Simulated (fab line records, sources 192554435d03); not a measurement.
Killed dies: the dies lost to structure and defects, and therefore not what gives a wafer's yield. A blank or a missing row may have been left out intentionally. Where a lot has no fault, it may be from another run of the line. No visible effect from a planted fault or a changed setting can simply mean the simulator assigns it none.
Struck lot and sound lot, side by side -- flow n5 finfet -- 38 steps out of a route of 1938
Sound: wafers L127.2, L127.5, L127.6. Wafers struck: L116.1, L116.3, L116.4. At the end, the cause is stated.
Order at every step that has rows: each side's tool, ch and its chambers, its first start. Under that, the readings that differ: sound wafers -- struck wafers -- difference of the means -- sigmas: that difference in standard deviations of wafers without a fault.
alike: same words and numbers on both sides, and readings whose means sit less than 2 such deviations apart. not compared: any withheld reading, any reading some wafer has no value for, any bound like >300 that may hide the same value, and any number with overlapping values for which the record gives no deviation.
Wherever a step has rows on one side only, a row that says differs or no value, or a row with sigmas, the two part there. When numbers do not overlap yet have no deviation, they are printed without sigmas and do not part them. A reading that every wafer of one side lacks parts them only if that side has two wafers or more.

first, 9 steps without rows for these wafers: N5_BEOL_M4_ANNEAL_95 (time 240 s); N5_BEOL_M4_SPUTTER_96 (material Cu, target thk 4.5 nm, time 8.29 s); N5_BEOL_M4_ECD_50 (material Cu, target thk 300 nm); N5_BEOL_M4_ANNEAL_51 (time 90 s); N5_BEOL_M4_CMP_52 (polishes, stops on SiOC, t overpolish 6.8 s, target thk 40 nm); N5_BEOL_M4_PRE_CLEAN_60 (time 15 s); N5_BEOL_M4_CO_CAP_55 (material Co, precursor CCTBA/H2, target thk 2 nm, time 102.1 s); N5_BEOL_M4_PRE_CLEAN_56 (time 15 s); N5_BEOL_M4_DEP_57 (deposits SiCN from 3MS/NH3, target thk 8 nm, time 14 s).
N5_BEOL_M4_RC_MEAS_101:
  sound on prober-02 ch 0, day 13 22:26; struck on prober-01 ch 0, day 10 09:37
  alike: DIBL_N, DIBL_P, IOFF_N, IOFF_P, ION_N, ION_P, SS_N, SS_P, VT_N, VT_P
then, 24 steps without rows for these wafers: N5_BEOL_M5_ILD_DEP_00 (deposits SiCOH lowk from DEMS/porogen, target thk 140.64 nm, time 25.9 s); N5_BEOL_M5_CURE_79 (cures SiCOH lowk, time 240 s); N5_BEOL_M5_PECVD_70 (deposits SiO2 from TEOS/O2, target thk 16 nm, time 18 s); N5_BEOL_M5_HM_DEP_02 (deposits TiN, target thk 20 nm); N5_BEOL_M5_COAT_59 (time 60 s, resist thk 60 nm); N5_BEOL_M5_COAT_60 (time 60 s, resist thk 12 nm); N5_BEOL_M5_COAT_71 (time 60 s, resist thk 5 nm); N5_BEOL_M5_COAT_05 (resist thk 30 nm); N5_BEOL_M5_EBR_07; N5_BEOL_M5_SOFTBAKE_06 (time 60 s); N5_BEOL_M5_EXPOSE_08 (exposes mask M5, target cd 28 nm); N5_BEOL_M5_PEB_09 (peb time 60 s); N5_BEOL_M5_DEVELOP_10 (develop time 30 s); N5_BEOL_M5_DESCUM_16 (chemistry O2, time 7 s); N5_BEOL_M5_ETCH_72 (etches underlayer in N2/H2, target depth 6.5 nm, time 5.2 s); N5_BEOL_M5_ETCH_61 (etches SiARC in CF4, target depth 15.6 nm, time 26 s); N5_BEOL_M5_ETCH_62 (etches SOC in N2/H2, target depth 75 nm, overetch 15 nm, time 112.5 s); N5_BEOL_M5_STRIP_63 (strips in N2/H2); N5_BEOL_M5_STRIP_73 (strips in N2/H2); N5_BEOL_M5_STRIP_64 (strips in CF4); N5_BEOL_M5_HM_OPEN_17 (chemistry Cl2/BCl3, target TiN, target depth 20 nm, overetch 6 nm); N5_BEOL_M5_STRIP_19 (strips in O2); N5_BEOL_M5_COAT_65 (time 60 s, resist thk 60 nm); N5_BEOL_M5_COAT_66 (time 60 s, resist thk 12 nm).
-- record jumps: 2 days separate the struck wafers' starts on either side; left off in module BEOL_M5, taken up again in module BEOL_M10, whose first shown step is the route's number 1512 --
N5_BEOL_M10_TRENCH_ETCH_37: etches SiCOH lowk in C4F6/O2, target depth 148.83 nm, time 48 s.
  sound on rie diel-05 ch 0,1,2, day 16 08:21; struck on rie diel-05 ch 1,2,3, day 12 18:19
  no value came back on the struck wafers for any of 7 readings (C4F6_flow_sccm (sccm), O2_flow_sccm (sccm) and others); on the sound wafers C4F6_flow_sccm (sccm) reads 10.06 9.97 10.00
reading,sound,struck,difference,sigmas
model.TiN_of_BEOL_M10_HM_DEP_02.thk nm (nm),16.2 16 16.2,19.8 20 20,+3.8,
  not compared: rf hours counter h
N5_BEOL_M10_OCD_MEAS_38:
  sound on ocd-02 at day 16 08:32; struck on ocd-01 at day 12 18:31
reading,sound,struck,difference,sigmas
trench depth nm (nm),152.6 151.1 153.1,0.1 0 0.1,-152.2,-56
N5_BEOL_M10_CMP_52: polishes, stops on SiCOH lowk, t overpolish 7 s, target thk 140 nm.
  sound on cmp-04 ch 0,2,3, day 16 10:38; struck on cmp-01 ch 0,1,3, day 12 20:19
reading,sound,struck,difference,sigmas
model.Cu_of_BEOL_M10_ECD_50.thk nm (nm),143.8 142.6 144,1.6 0.6 0,-142.7,
  alike: motor current A, slurry flow ml min
-- the record jumps here: 2 days lie between the struck wafers' starts before and after (it left off in module BEOL_M10 and takes up again in module PASSIVATION, whose first step shown is number 1936 of the route) --
N5_PASSIVATION_PROBE_49:
  sound on prober-02 at day 18 09:31; struck on prober-01 at day 15 03:46
reading,sound,struck,difference,sigmas
defect limited yield (%),91.8 94.4 91.3,0 0 0,-92,-77
killed_at_M4_up,10 5 8,1114 1099 1090,+1093,+99 or more
killed dies,97 66 103,1180 1180 1180,+1091,+73
killed on rim,5 6 16,152 152 152,+143,+40
sort_bin_5_function (%),4.9 3.6 5.0,97.0 96.9 96.9,+92.4,+99 or more
sort n pass,1083 1114 1077,0 0 0,-1091,-73
sort yield pct (%),91.8 94.4 91.3,0 0 0,-92,-77
  alike: killed_at_M0_to_M3, killed at contacts, killed at front end, killed at other, killed open, killed short, sort_bin_6_memory

WHERE THEY PART
At N5_BEOL_M10_TRENCH_ETCH_37 first; at N5_PASSIVATION_PROBE_49 last (within this record only).

WHY: the cause the simulator had injected
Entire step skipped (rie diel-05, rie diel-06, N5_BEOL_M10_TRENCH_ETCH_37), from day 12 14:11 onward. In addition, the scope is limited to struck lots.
